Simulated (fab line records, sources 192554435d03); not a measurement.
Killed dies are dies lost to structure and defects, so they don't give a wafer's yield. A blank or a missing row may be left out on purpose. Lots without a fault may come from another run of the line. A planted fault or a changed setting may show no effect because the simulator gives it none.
Chamber matching | flow n5_finfet | N5_BEOL_M8_VIA_ETCH_34 on rie_diel-02: 4 sister chambers
The step etches SiCOH lowk in C4F6/O2, target depth 125.5 nm, time 50.5 s. 16 wafers are shown with their chamber, then 8 later ones without.

WAFERS WITH THEIR CHAMBER
wafer  | chamber | showerhead_plenum_p_Torr (Torr) | rf_vpp_V (V) | throttle_valve_pct (%)
L074.2 | 1       | 2.87                            | 664          | 20.71
L074.3 | 3       | 2.90                            | 690          | 20.51
L074.6 | 2       | 2.97                            | 646          | 20.56
L076.2 | 3       | 2.90                            | 689          | 20.52
L076.5 | 1       | 2.87                            | 665          | 20.71
L076.6 | 2       | 2.96                            | 646          | 20.57
L077.2 | 0       | 2.71                            | 687          | 20.85
L077.3 | 3       | 2.90                            | 688          | 20.52
L077.6 | 1       | 2.87                            | 666          | 20.72
L080.1 | 0       | 2.71                            | 687          | 20.87
L080.4 | 2       | 2.96                            | 646          | 20.60
L080.5 | 0       | 2.71                            | 684          | 20.87
L081.3 | 0       | 2.70                            | 686          | 20.86
L081.4 | 2       | 2.96                            | 645          | 20.60
L081.6 | 3       | 2.89                            | 690          | 20.52
L085.3 | 2       | 2.96                            | 645          | 20.60

SIGNATURES (means of the wafers above)
reading                  | chamber 0 | chamber 1 | chamber 2 | chamber 3 | scatter within a chamber
showerhead_plenum_p_Torr | 2.7075    | 2.8700    | 2.9620    | 2.8975    | 0.00438
rf_vpp_V                 | 686.00    | 665.00    | 645.60    | 689.25    | 0.998
throttle_valve_pct       | 20.8625   | 20.7133   | 20.5860   | 20.5175   | 0.0127
Rule: a wafer's distance from a chamber is the root of the sum, over the readings, of the square of ((its reading less the chamber's mean) divided by the reading's scatter). The wafer belongs to the nearest chamber; if the next one is less than 2 further off, it can't be placed. The scatter: the root of (the sum of the squares of (reading less its chamber's mean) over the shown wafers, divided by (wafers less chambers)).

WAFERS WITHOUT THEIR CHAMBER
wafer  | showerhead_plenum_p_Torr (Torr) | rf_vpp_V (V) | throttle_valve_pct (%)
L085.5 | 2.70                            | 687          | 20.87
L085.6 | 2.86                            | 666          | 20.72
L090.1 | 2.88                            | 689          | 20.55
L090.3 | 2.95                            | 645          | 20.61
L090.5 | 2.88                            | 688          | 20.57
L096.1 | 2.85                            | 663          | 20.77
L096.4 | 2.94                            | 644          | 20.63
L096.5 | 2.85                            | 663          | 20.79

WHICH CHAMBER EACH WENT THROUGH
wafer  | from the rows above | in truth
L085.5 | 0                   | 0
L085.6 | 1                   | 1
L090.1 | 3                   | 3
L090.3 | 2                   | 2
L090.5 | 3                   | 3
L096.1 | 1                   | 1
L096.4 | 2                   | 2
L096.5 | 1                   | 1
Placed correctly: 8 of 8. Can't be placed from these rows: 0. Placed wrongly: 0.
